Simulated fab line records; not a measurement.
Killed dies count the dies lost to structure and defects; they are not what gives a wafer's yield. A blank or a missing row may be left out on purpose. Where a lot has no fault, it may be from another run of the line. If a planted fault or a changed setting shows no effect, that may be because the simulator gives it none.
3 desks, one fault | flow n5_finfet | every desk sees just its own numbers, and what lay behind them comes last

== THE DEFECT DESK ==
Counts from the inspections along the route, per lot, as means over the sampled wafers that have a number. A lot is out of limits, marked OUT, if its mean lies more than 4 standard deviations from the usual mean; the brackets give that distance.
Columns: A = raw_defect_count at N5_BEOL_M9_INSPECT_58, usual 71
lot  | first seen here | A
L590 | day 10 13:20    | 57
L592 | day 11 02:19    | 70
L593 | day 11 03:57    | 74
L595 | day 11 23:52    | 54
L594 | day 12 00:35    | 96
L598 | day 12 16:03    | 66
L599 | day 13 02:35    | 59
L607 | day 15 10:54    | 41
L609 | day 16 05:10    | 83
L612 | day 16 15:42    | 101
L611 | day 16 19:27    | 70
This desk's finding: nothing out of limits on any of the 11 lots.

== AT THE TOOL OWNER'S DESK: pecvd-01 ==
The tool's own readings at N5_BEOL_M10_ILD_DEP_00 (deposits SiCOH lowk from DEMS/porogen, target thk 308.51 nm, time 58 s): means of the sampled wafers that have a number, for each lot that ran on this tool. A lot is out of limits, marked OUT, if its mean lies more than 4 standard deviations from the usual mean; the brackets give that distance.
Columns: A = heater_power_w at N5_BEOL_M10_ILD_DEP_00, usual 274 W; B = run_length_s at N5_BEOL_M10_ILD_DEP_00, usual 101.0 s; C = showerhead_plenum_p_Torr at N5_BEOL_M10_ILD_DEP_00, usual 5.734 Torr; D = throttle_valve_pct at N5_BEOL_M10_ILD_DEP_00, usual 14.0 %
lot  | first seen here | A   | B               | C     | D
L595 | day 11 23:53    | 299 | 100.2           | 5.716 | 13.6
L594 | day 12 00:38    | 256 | 100.8           | 5.741 | 14.5
L598 | day 12 16:05    | 275 | 100.8           | 5.732 | 13.6
L599 | day 13 02:38    | 284 | 116.2 (+24) OUT | 5.744 | 14.2
L612 | day 16 15:44    | 299 | 100.6           | 5.735 | 14.8
This desk's verdict: out of limits on L599, starting with L599 at day 13 02:38 (run_length_s at N5_BEOL_M10_ILD_DEP_00). L595, L594, L598, L612: within limits.

== METROLOGY DESK ==
Lot by lot, what the gauges showed, no matter which tool ran the lot: averages of those sampled wafers that carry a number. A lot is out of limits, marked OUT, if its mean lies more than 4 standard deviations from the usual mean; the brackets give that distance. 7 of its 12 readings are shown: the first one out of limits and those lying furthest out on some lot.
Columns: A = DIBL_N at N5_BEOL_M4_RC_MEAS_101, usual 35.8 mV/V; B = DIBL_P at N5_BEOL_M4_RC_MEAS_101, usual 35.3 mV/V; C = ION_N at N5_BEOL_M4_RC_MEAS_101, usual 676 uA/um; D = ION_P at N5_BEOL_M4_RC_MEAS_101, usual 463 uA/um; E = SS_P at N5_BEOL_M4_RC_MEAS_101, usual 73.0 mV/dec; F = VT_N at N5_BEOL_M4_RC_MEAS_101, usual 250 mV; G = M10_ILD_THK at N5_BEOL_M10_THK_MEAS_01, usual 268 nm
lot  | first seen here | A    | B    | C   | D   | E    | F   | G
L590 | day 8 17:34     | 35.1 | 34.1 | 680 | 464 | 72.9 | 252 | 272
L593 | day 9 05:28     | 37.0 | 36.8 | 671 | 458 | 74.0 | 250 | 268
L592 | day 9 05:35     | 37.8 | 36.9 | 670 | 457 | 73.2 | 248 | 265
L595 | day 9 20:19     | 36.2 | 38.0 | 666 | 457 | 73.2 | 250 | 264
L594 | day 10 00:14    | 38.0 | 37.2 | 688 | 474 | 73.5 | 249 | 262
L598 | day 10 12:14    | 36.0 | 34.4 | 680 | 468 | 73.3 | 248 | 263
L599 | day 11 06:15    | 33.0 | 31.4 | 675 | 465 | 71.9 | 252 | 339 (+18) OUT
L607 | day 13 05:27    | 35.4 | 36.0 | 679 | 472 | 73.0 | 249 | 271
L609 | day 13 21:52    | 35.5 | 32.5 | 663 | 461 | 72.7 | 255 | 267
L611 | day 14 02:41    | 35.2 | 32.7 | 670 | 464 | 72.3 | 251 | 269
L612 | day 14 04:58    | 34.2 | 34.3 | 656 | 448 | 72.5 | 251 | 267
Per this desk, out of limits: L599; the first was L599, day 13 03:13 (M10_ILD_THK at N5_BEOL_M10_THK_MEAS_01). L590, L593, L592, L595, L594, L598, L607, L609, L611, L612: within limits.

== BROUGHT TOGETHER ==
An alarm could have come from the tool owner's desk at day 13 02:38, on L599.
On L599, the metrology desk was in a position to raise an alarm at day 13 03:13.
No out-of-limits result turned up at the defect desk.
The defect desk has L599 on record, within its limits.
All the named lots went through N5_BEOL_M10_ILD_DEP_00 on pecvd-01.

== WHAT THE SIMULATOR HAD INSERTED ==
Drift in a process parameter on pecvd-01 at N5_BEOL_M10_ILD_DEP_00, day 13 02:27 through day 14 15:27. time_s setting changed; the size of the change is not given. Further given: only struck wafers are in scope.
Lots struck among those shown: L599.
Fault start to first reading out of limits, in hours, per desk: tool owner, 0; metrology, 1.
